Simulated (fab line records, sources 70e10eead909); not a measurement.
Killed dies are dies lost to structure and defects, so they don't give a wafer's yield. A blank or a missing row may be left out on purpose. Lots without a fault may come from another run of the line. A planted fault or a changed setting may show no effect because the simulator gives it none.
A struck lot beside a sound one | flow nand_harc | 26 steps out of a route of 1302
Sound: wafers L989.2, L989.3, L989.4. Struck: wafers L997.3, L997.4, L997.6. The cause comes at the end.
At each step with rows: each side's tool, then ch and its chambers, then its first start. Under that, the readings that differ: sound wafers | struck wafers | difference of the means | sigmas: that difference in standard deviations of wafers without a fault.
alike: readings whose means differ by less than 2 such deviations, and words and numbers that are the same on both sides. not compared: withheld readings, readings that some wafer has no value for, bounds like >300 that may hide the same value, and numbers for which the record gives no deviation and whose values overlap.
The two part at a step that has a row with sigmas, a row that says differs or no value, or rows on one side only. Numbers that don't overlap but have no deviation are shown without sigmas and don't part them. A reading that every wafer of one side lacks parts them only if that side has two wafers or more.

NHARC_A_BLC_STRIP_29: strips in CF4.
  sound on rie_diel-06 ch 1,2,3, day 23 12:24; struck on rie_diel-09 ch 2,3, day 27 15:47
  alike: drypump_motor_current_A, oes_product_au, rf_vpp_V, showerhead_plenum_p_Torr, throttle_valve_pct
  not compared: rf_hours_counter_h
NHARC_A_BLC_STRIP_21: strips in O2.
  sound on rie_diel-06 ch 0,1,3, day 23 12:30; struck on rie_diel-09 ch 0,1, day 27 15:53
  alike: drypump_motor_current_A, oes_product_au, rf_vpp_V, showerhead_plenum_p_Torr, throttle_valve_pct
  not compared: rf_hours_counter_h
then, 4 steps without rows for these wafers: NHARC_A_BLC_STRIP_22 (strips in post etch residue remover, time 600 s); NHARC_A_BLC_DEGAS_30 (time 60 s); NHARC_A_BLC_PRE_CLEAN_31 (time 15 s); NHARC_A_BLC_PVD_32 (deposits Ti, target thk 5 nm, time 17.7 s).
NHARC_A_BLC_ALD_23: deposits TiN, target thk 3 nm, pulse time 1 s, ald cycles 150.
  sound on ald_metal-03 ch 0,2, day 23 13:11; struck on ald_metal-01 ch 1,3, day 27 16:34
  alike: heater_power_w, precursor_pulse_height_rel
NHARC_A_BLC_CVD_24: deposits W, target thk 150 nm, time 434 s.
  sound on cvd_w-02 ch 0,1; struck on cvd_w-01 ch 0,1
  reading            | sound          | struck         | difference | sigmas
  mfc_h2_sccm (sccm) | 1609 1607 1598 | 1592 1593 1597 | -11        | -2
  alike: heater_power_w, throttle_valve_pct
then, 2 steps without rows for these wafers: NHARC_A_BLC_CMP_25 (polishes, t overpolish 30 s, target thk 150 nm); NHARC_A_BLC_SRD_27.
NHARC_A_BLC_INSPECT_28:
  sound on defect_inspect-02, day 23 14:22; struck on defect_inspect-02, day 27 17:41
  alike: raw_defect_count
NHARC_A_M0_DEP_00: deposits SiOC, target thk 150 nm.
  sound on pecvd-03 ch 0,2, day 23 14:26; struck on pecvd-03 ch 0,1,2, day 27 17:46
then, 9 steps without rows for these wafers: NHARC_A_M0_DEHYDRATE_01 (time 120 s); NHARC_A_M0_HMDS_02 (time 30 s); NHARC_A_M0_COAT_33 (time 65 s); NHARC_A_M0_COAT_03 (resist thk 90 nm); NHARC_A_M0_SOFTBAKE_04 (time 55 s); NHARC_A_M0_EBR_05; NHARC_A_M0_EXPOSE_06 (exposes mask A M0, target cd 80 nm); NHARC_A_M0_PEB_07 (peb time 65 s); NHARC_A_M0_DEVELOP_08 (develop time 35 s).
NHARC_A_M0_CD_MEAS_09: target cd 80 nm.
  sound on cd_sem-03 ch 0, day 23 15:09; struck on cd_sem-03 ch 0, day 27 18:28
  alike: cd_nm
NHARC_A_M0_OVL_MEAS_10: pitch 160 nm.
  sound on overlay-02, day 23 15:14; struck on overlay-01, day 27 18:34
  reading           | sound       | struck         | difference | sigmas
  overlay_x_nm (nm) | 0.6 0.5 0.5 | -1.3 -1.3 -1.2 | -1.8       | -2
  alike: overlay_y_nm
NHARC_A_M0_INSPECT_11:
  sound on defect_inspect-01, day 23 15:16; struck on defect_inspect-01, day 27 18:35
  reading          | sound    | struck      | difference | sigmas
  raw_defect_count | 31 24 37 | 512 524 543 | +496       | +11
NHARC_A_M0_DESCUM_14: chemistry O2, time 3 s.
  sound on rie_diel-11 ch 0,1,2, day 23 15:20; struck on rie_diel-10 ch 2,3, day 27 18:40
  alike: drypump_motor_current_A, oes_product_au, rf_vpp_V, showerhead_plenum_p_Torr, throttle_valve_pct
  not compared: rf_hours_counter_h
NHARC_END_SORT_01:
  the record has rows for the struck wafers here (prober-01 ch 0, day 29 11:03) and none for the sound ones

WHERE THEY PART
First at NHARC_A_BLC_CVD_24; last, within this record, at NHARC_END_SORT_01.

WHY: what the simulator had put in
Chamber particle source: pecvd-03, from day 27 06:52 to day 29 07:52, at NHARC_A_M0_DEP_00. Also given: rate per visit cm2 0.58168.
